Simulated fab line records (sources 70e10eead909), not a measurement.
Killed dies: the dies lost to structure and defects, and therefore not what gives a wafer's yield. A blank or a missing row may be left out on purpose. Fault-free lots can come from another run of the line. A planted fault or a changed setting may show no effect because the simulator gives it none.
Chamber matching :: flow nand harc :: NHARC_P_GATE_DESCUM_31 on rie diel-02: 4 sister chambers
The step chemistry O2, time 3 s. 4 wafers are shown with their chamber, then 7 later ones without.

## WAFERS, EACH WITH ITS CHAMBER
wafer: L083.4
chamber: 1
drypump motor current A (A): 5.1

wafer: L083.6
chamber: 0
drypump motor current A (A): 6.3

wafer: L088.4
chamber: 3
drypump motor current A (A): 6.5

wafer: L088.5
chamber: 2
drypump motor current A (A): 5.6

## WAFERS WITH NO CHAMBER GIVEN
wafer: L088.6
drypump motor current A (A): 6.4

wafer: L090.1
drypump motor current A (A): 5.7

wafer: L090.2
drypump motor current A (A): 5.1

wafer: L090.4
drypump motor current A (A): 6.3

wafer: L094.1
drypump motor current A (A): 5.1

wafer: L094.2
drypump motor current A (A): 6.3

wafer: L094.6
drypump motor current A (A): 5.1

## THE CHAMBER EACH PASSED THROUGH
wafer: L088.6
from the rows above: can't be placed: 3 or 0
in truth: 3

wafer: L090.1
from the rows above: 2
in truth: 2

wafer: L090.2
from the rows above: 1
in truth: 1

wafer: L090.4
from the rows above: 0
in truth: 0

wafer: L094.1
from the rows above: 1
in truth: 1

wafer: L094.2
from the rows above: 0
in truth: 0

wafer: L094.6
from the rows above: 1
in truth: 1
Correct placement for 6 of the 7. These rows do not allow placing 1 (true chamber among the candidates in 1). 0 placed wrongly.
How it was worked out, from the rows above alone: a wafer's distance from a chamber is the root of the sum, over the readings, of the square of ((its reading less the chamber's mean) divided by the reading's scatter). If the next closest chamber is less than 2 further off than the closest, the wafer can't be placed; otherwise it belongs to the closest. For every chamber, the mean is computed from those of its wafers that are shown. The scatter (one wafer shown for each chamber): square how far every hidden wafer sits from the nearest shown wafer, average those squares and take the square root.
